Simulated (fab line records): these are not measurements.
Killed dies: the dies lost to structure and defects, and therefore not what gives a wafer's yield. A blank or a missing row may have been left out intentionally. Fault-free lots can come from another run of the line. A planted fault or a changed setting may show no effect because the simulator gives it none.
Chamber matching | flow n5_finfet | N5_BEOL_M10_CURE_71 on uv_cure-03 has 3 sister chambers
The step cures SiCOH lowk, time 240 s. 3 wafers are shown with their chamber, then 10 later ones without.

== WAFERS, EACH WITH ITS CHAMBER ==
wafer  | chamber | wafer_temp_C_max
L075.5 | 0       | 386.6
L085.5 | 2       | 386.3
L089.4 | 1       | 386.6

== WAFERS MISSING THEIR CHAMBER ==
wafer  | wafer_temp_C_max
L089.5 | 386.6
L094.2 | 387.1
L094.3 | 386.6
L094.4 | 386.2
L097.2 | 385.8
L097.4 | 386.0
L097.6 | 386.0
L095.3 | 386.4
L095.4 | 385.9
L095.5 | 386.1

== WHICH CHAMBER EACH WENT THROUGH ==
wafer  | from the rows above          | in truth
L089.5 | can't be placed: 0 or 1 or 2 | 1
L094.2 | can't be placed: 0 or 1 or 2 | 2
L094.3 | can't be placed: 0 or 1 or 2 | 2
L094.4 | can't be placed: 2 or 0 or 1 | 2
L097.2 | can't be placed: 2 or 0 or 1 | 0
L097.4 | can't be placed: 2 or 0 or 1 | 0
L097.6 | can't be placed: 2 or 0 or 1 | 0
L095.3 | can't be placed: 2 or 0 or 1 | 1
L095.4 | can't be placed: 2 or 0 or 1 | 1
L095.5 | can't be placed: 2 or 0 or 1 | 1
Placed correctly: 0 of 10. Can't be placed from these rows: 10 (the true chamber is among the candidates in 10). Number placed wrongly: 0.
How it was worked out, from the rows above alone: a wafer's distance from a chamber is the root of the sum, over the readings, of the square of ((its reading less the chamber's mean) divided by the reading's scatter). The wafer belongs to the nearest chamber; if the next one is less than 2 further off, it can't be placed. For every chamber, the mean is computed from those of its wafers that are shown. The scatter: with one shown wafer a chamber, the root of the mean of the squares of how far each hidden wafer lies from its nearest shown one.
